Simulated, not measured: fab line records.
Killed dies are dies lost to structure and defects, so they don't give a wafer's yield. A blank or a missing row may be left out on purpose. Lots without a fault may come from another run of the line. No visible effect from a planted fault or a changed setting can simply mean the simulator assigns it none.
Comparing a struck lot with a sound one || flow nand harc || 13 steps out of a route of 1302
Sound: wafers L760.4, L760.5, L760.6. Wafers L756.3, L756.4, L756.6 were the ones struck. At the end, the cause is stated.
For every step that has rows: the tool of each side, followed by ch and its chambers, followed by its first start. Under that, the readings that differ: sound wafers || struck wafers || difference of the means || sigmas: that difference in standard deviations of wafers without a fault.
alike: readings with means less than 2 such deviations apart, plus words and numbers identical on both sides. not compared: withheld readings, readings lacking a value on some wafer, bounds such as >300 that could conceal the same value, and numbers that have no deviation in the record and whose values overlap.
The two part at a step that has a row with sigmas, a row that says differs or no value, or rows on one side only. When numbers do not overlap yet have no deviation, they are printed without sigmas and do not part them. Lack of a reading on every wafer of one side parts them only where that side has two or more wafers.

NHARC_A_ONON_D1_THK_MEAS_21: measures by ellipsometry.
  struck on film metro-02, day 13 01:32; sound on film metro-02, day 14 20:33
  alike: thk nm
after that, 1 step with no rows for these wafers: NHARC_A_ONON_D1_DEP_22 (target thk 1000 nm).
NHARC_A_ONON_D1_THK_MEAS_24: measures by ellipsometry.
  struck on film metro-01, day 13 02:06; sound on film metro-01, day 14 21:08
  alike: thk nm
after that, 1 step with no rows for these wafers: NHARC_A_ONON_D1_DEP_25 (target thk 1000 nm).
NHARC_A_ONON_D1_THK_MEAS_27: measures by ellipsometry.
  struck on film metro-02, day 13 02:40; sound on film metro-02, day 14 21:43
{"reading": "thk nm (nm)", "sound": "1010 1007 1010", "struck": "992 992 992", "difference": -17, "sigmas": -2}
after that, 1 step with no rows for these wafers: NHARC_A_ONON_D1_DEP_28 (target thk 1000 nm).
NHARC_A_ONON_D1_THK_MEAS_30: measures by ellipsometry.
  struck on film metro-01, day 13 03:14; sound on film metro-01, day 14 22:17
{"reading": "thk nm (nm)", "sound": "1013 1015 1014", "struck": "997 997 998", "difference": -17, "sigmas": -2}
NHARC_A_ONON_D1_DEP_33: deposits SiO2, target thk 200 nm.
  sound on pecvd-02 ch 0,1,2, day 14 22:28; struck on pecvd-04 ch 0,1, day 13 03:20
  alike: chamber pressure Torr, heater power outer w, heater power w, throttle valve pct
NHARC_A_ONON_D1_THK_MEAS_34: measures by ellipsometry.
  struck on film metro-02, day 13 03:42; sound on film metro-02, day 14 22:45
  alike: thk nm
NHARC_A_ONON_D1_INSPECT_32:
  struck on defect inspect-02, day 13 03:46; sound on defect inspect-02, day 14 22:51
  alike: raw defect count
NHARC_A_CHANNEL_HOLE_D1_DEP_00: deposits aC, target thk 3100 nm.
  sound on acl dep-03 ch 0, day 14 23:52; struck on acl dep-02 ch 0, day 13 05:28
  alike: susceptor temp C, throttle valve pct
NHARC_A_CHANNEL_HOLE_D1_DEP_01: deposits SiON, target thk 140 nm.
  sound on pecvd-02 ch 0,1,2, day 15 00:55; struck on pecvd-03 ch 0,1,2, day 13 06:49
  no value came back on the struck wafers for chamber pressure Torr (Torr), heater power outer w (W), heater power w (W); on the sound wafers chamber pressure Torr (Torr) reads 3.504 3.497 3.502
then, 1 step without rows for these wafers: NHARC_A_CHANNEL_HOLE_D1_DEHYDRATE_02 (time 120 s).

WHERE THEY PART
First at NHARC_A_ONON_D1_THK_MEAS_27; last, within this record, at NHARC_A_CHANNEL_HOLE_D1_DEP_01.

WHY: what the simulator had put in
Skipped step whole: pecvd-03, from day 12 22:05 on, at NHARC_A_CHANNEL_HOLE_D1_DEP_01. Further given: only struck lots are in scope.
